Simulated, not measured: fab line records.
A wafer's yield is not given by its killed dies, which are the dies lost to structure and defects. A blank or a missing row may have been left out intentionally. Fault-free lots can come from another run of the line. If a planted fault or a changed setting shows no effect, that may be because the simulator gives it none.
Comparing a struck lot with a sound one / flow nandHarc / 25 steps out of a route of 1302
Sound: these wafers, L137.1, L137.3, L137.5. Wafers L151.1, L151.4, L151.5 were the ones struck. Last of all comes the cause.
At each step with rows: each side's tool, then ch and its chambers, then its first start. Under that, the readings that differ: sound wafers / struck wafers / difference of the means / sigmas: that difference in standard deviations of wafers without a fault.
alike: readings with means less than 2 such deviations apart, plus words and numbers identical on both sides. not compared: withheld readings, readings lacking a value on some wafer, bounds such as >300 that could conceal the same value, and numbers that have no deviation in the record and whose values overlap.
The two part at a step that has a row with sigmas, a row that says differs or no value, or rows on one side only. Non-overlapping numbers with no deviation appear without sigmas and do not part them. A reading that every wafer of one side lacks parts them only if that side has two wafers or more.

NHARC_P_ZERO_WELL_CD_MEAS_37: the cd target is 720 nm.
  sound on cdSem-01 ch 0, day 3 16:13; struck on cdSem-01 ch 0, day 9 14:28
  alike: cdNm
then, 1 step without rows for these wafers: NHARC_P_ZERO_WELL_HARDBAKE_38 (time 80 s).
NHARC_P_ZERO_WELL_DESCUM_39: chemistry O2, time 3 s.
  sound on rieDiel-05 ch 0,3, day 3 16:23; struck on rieDiel-13 ch 1,2,3, day 9 14:38
  alike: drypumpMotorCurrentA, o2FlowSccm, oesProductAu, rfVppV, showerheadPlenumPTorr, throttleValvePct
  not compared: rfHoursCounterH
then, 9 steps without rows for these wafers: NHARC_P_ZERO_WELL_IMPLANT_40; NHARC_P_ZERO_WELL_IMPLANT_59; NHARC_P_ZERO_WELL_IMPLANT_60; NHARC_P_ZERO_WELL_STRIP_41 (strips in SPM, time 840 s); NHARC_P_ZERO_WELL_DEHYDRATE_44 (time 120 s); NHARC_P_ZERO_WELL_HMDS_45 (time 30 s); NHARC_P_ZERO_WELL_COAT_46; NHARC_P_ZERO_WELL_SOFTBAKE_47 (time 95 s); NHARC_P_ZERO_WELL_EBR_48.
NHARC_P_ZERO_WELL_EXPOSE_49: exposes mask P HVPW, target cd 2000 nm.
  sound on krfScanner-01 ch 0, day 3 17:42; struck on krfScanner-01, day 9 15:57
  no value came back on the struck wafers for exposureDoseMJCm2, focusOffsetNm (nm); on the sound wafers exposureDoseMJCm2 reads 22.592 22.609 22.638
  alike: mask
then, 2 steps without rows for these wafers: NHARC_P_ZERO_WELL_PEB_50 (peb time 85 s); NHARC_P_ZERO_WELL_DEVELOP_51 (time 70 s).
NHARC_P_ZERO_WELL_CD_MEAS_52: the cd target is 2000 nm.
  sound on cdSem-03 ch 0, day 3 17:51; struck on cdSem-01 ch 0, day 9 16:06
reading=cdNm (nm); sound=1997.9 1998.7 1999.1; struck=- - -; difference=no value on the struck wafers; sigmas=
then, 1 step without rows for these wafers: NHARC_P_ZERO_WELL_HARDBAKE_53 (time 80 s).
NHARC_P_ZERO_WELL_DESCUM_54: chemistry O2, time 3 s.
  sound on rieDiel-05 ch 0,3, day 3 18:01; struck on rieDiel-08 ch 0,1, day 9 16:17
reading=model.P_ZERO_WELL.cdNm (nm); sound=1998 1999 1999; struck=719.8 721.1 719.8; difference=-1278.4; sigmas=
  alike: drypumpMotorCurrentA, o2FlowSccm, oesProductAu, rfVppV, showerheadPlenumPTorr, throttleValvePct
  not compared: rfHoursCounterH
then, 5 steps without rows for these wafers: NHARC_P_ZERO_WELL_IMPLANT_55; NHARC_P_ZERO_WELL_IMPLANT_61; NHARC_P_ZERO_WELL_STRIP_56 (strips in SPM, time 840 s); NHARC_P_ZERO_WELL_PRECLEAN_68 (cleans in SC1, time 60 s); NHARC_P_ZERO_WELL_SRD_69.
NHARC_P_ZERO_WELL_RTA_42: time 300 s.
  sound on rtpAnneal-01 ch 0, day 3 19:03; struck on rtpAnneal-02 ch 0, day 9 17:16
reading=lampPowerPct (%); sound=34.8 34.7 34.7; struck=35.7 35.9 35.8; difference=+1.1; sigmas=+2
reading=lamp_zone_2_pct (%); sound=34.7 34.7 34.7; struck=35.8 35.8 35.8; difference=+1.1; sigmas=+2
reading=lamp_zone_3_pct (%); sound=34.7 34.7 34.7; struck=35.8 35.8 35.8; difference=+1.1; sigmas=+2
  alike: wafer_temp_C_max
NHARC_P_ZERO_WELL_INSPECT_43:
  sound on defectInspect-01 at day 3 19:44; struck on defectInspect-02 at day 9 17:58
reading=rawDefectCount; sound=17 19 14; struck=1144 1075 1146; difference=+1105; sigmas=+99 or more

WHERE THEY PART
Last at NHARC_P_ZERO_WELL_INSPECT_43 as far as this record goes, first at NHARC_P_ZERO_WELL_EXPOSE_49.

WHY: what had been put in by the simulator
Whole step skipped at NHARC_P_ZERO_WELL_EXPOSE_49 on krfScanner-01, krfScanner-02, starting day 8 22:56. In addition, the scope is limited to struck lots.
